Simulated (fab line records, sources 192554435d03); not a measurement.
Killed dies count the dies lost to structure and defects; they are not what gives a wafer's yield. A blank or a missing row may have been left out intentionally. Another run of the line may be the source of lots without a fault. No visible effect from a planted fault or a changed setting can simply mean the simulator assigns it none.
Split-lot experiment + flow n5 finfet + 21 wafers read from 7 lots, route of 1938 steps

## ON THE SPLIT
At N5_SD_EPI_P_ETCH_37 (etches SOC in N2/H2, overetch 108 nm, time 486 s), the setting source w was moved away from the recipe's 3000 W on 5 of the 21 wafers read, by -14.8% to +10.6%. All remaining wafers had this setting at the recipe value.

Reading taken at the split's own step.

## THE READING
rf vpp V, in V, at N5_SD_EPI_P_ETCH_37 (etches SOC in N2/H2, overetch 108 nm, time 486 s). On this fab line, fault-free wafers typically give 241.1 V with a standard deviation of 1.4 V.

| wafer  | tool, chamber at the split | source w as run, W | against the recipe | rf vpp V, V | against lot-mates on the recipe |
|--------|----------------------------|--------------------|--------------------|-------------|---------------------------------|
| L077.2 | rie diel-04, 1             | 3000               | recipe             | 243.8       | -                               |
| L077.4 | rie diel-04, 3             | 3000               | recipe             | 242.0       | -                               |
| L077.6 | rie diel-04, 1             | 3000               | recipe             | 241.8       | -                               |
| L081.1 | rie diel-05, 1             | 3000               | recipe             | 242.4       | -                               |
| L081.2 | rie diel-05, 3             | 3000               | recipe             | 240.0       | -                               |
| L081.3 | rie diel-05, 2             | 3000               | recipe             | 238.1       | -                               |
| L087.1 | rie diel-03, 0             | 3000               | recipe             | 238.0       | -                               |
| L087.3 | rie diel-03, 3             | 3227               | +7.6%              | 234.0       | -5.4                            |
| L087.6 | rie diel-03, 2             | 3000               | recipe             | 240.8       | -                               |
| L088.3 | rie diel-04, 0             | 3000               | recipe             | 240.2       | -                               |
| L088.4 | rie diel-04, 1             | 2557               | -14.8%             | 255.2       | +13.8                           |
| L088.5 | rie diel-04, 1             | 3000               | recipe             | 242.7       | -                               |
| L089.2 | rie diel-04, 0             | 3000               | recipe             | 240.7       | -                               |
| L089.3 | rie diel-04, 2             | 3000               | recipe             | 240.3       | -                               |
| L089.4 | rie diel-04, 1             | 3318               | +10.6%             | 232.9       | -7.6                            |
| L094.2 | rie diel-05, 3             | 2570               | -14.3%             | 254.0       | +12.7                           |
| L094.5 | rie diel-05, 1             | 3000               | recipe             | 241.3       | -                               |
| L094.6 | rie diel-05, 0             | 2570               | -14.3%             | 255.8       | +14.5                           |
| L097.1 | rie diel-04, 3             | 3000               | recipe             | 241.9       | -                               |
| L097.2 | rie diel-04, 0             | 3000               | recipe             | 241.7       | -                               |
| L097.3 | rie diel-04, 1             | 3000               | recipe             | 241.5       | -                               |

FIT RESULTS
A straight line over all 21 wafers: rf vpp V changes by -0.928 V for each +1% of source w; r = -0.97; the points scatter about the line by 1.5 V.
The same after taking each lot's own level away (the mean of its wafers on the recipe; 21 wafers): -0.886 V for each +1%; r = -0.98; scatter 1.2 V.
The reading moves by 13 V for the largest change in source w, on that fit.
The span of the lots' own levels, 239.40 to 242.53 V, comes to 2.2 times the standard deviation stated above.
Consequently the slope shifts little with the lot-to-lot level, the two slopes agreeing.
Check: for one of the wafers moved furthest among these (-14.8%), held out of the fit, the line's prediction against its lot-mates is +13.2 V. Against them it came out at +13.8 V.
Tool readings at the split's step, against how far the setting was moved: rf vpp V r = -0.97.

## FURTHER SPLITS ON THESE WAFERS
Other splits were also applied to these wafers ahead of the reading. Each is held against what the fit with the lots' levels taken away leaves over:
| other split on the same wafers         | wafers away from the commonest value | r with rf vpp V (lot level and that fit taken away) |
|----------------------------------------|--------------------------------------|-----------------------------------------------------|
| N5_WELL_APT_COAT_02 spin rpm           | 4                                    | -0.13                                               |
| N5_WELL_APT_PEB_06 peb time s          | 7                                    | +0.17                                               |
| N5_PMOS_HMC_CHANNEL_EPI_ETCH_32 bias w | 4                                    | -0.14                                               |
| N5_FIN_SAQP_PECVD_06 time s            | 6                                    | +0.03                                               |
| N5_FIN_SAQP_COAT_50 spin rpm           | 8                                    | +0.03                                               |

## THE WHOLE CHAIN: every reading that the file lists as answering this split, in the file's order
| step                | what it does                                     | reading                                                                           | change (the file's fit)               | r (the file's) |
|---------------------|--------------------------------------------------|-----------------------------------------------------------------------------------|---------------------------------------|----------------|
| N5_SD_EPI_P_ETCH_37 | etches SOC in N2/H2, overetch 108 nm, time 486 s | rf vpp V                                                                          | -0.878 V for each +1% of the setting  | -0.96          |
| N5_SD_EPI_P_ETCH_37 | etches SOC in N2/H2, overetch 108 nm, time 486 s | SiARC_of_SD_EPI_P_COAT_35.thk nm (the simulator's own value, which no gauge read) | -0.133 nm for each +1% of the setting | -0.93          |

## THE FILE'S OWN FIT
rf vpp V changes by -0.878 V for each +1% of source w, r = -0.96.
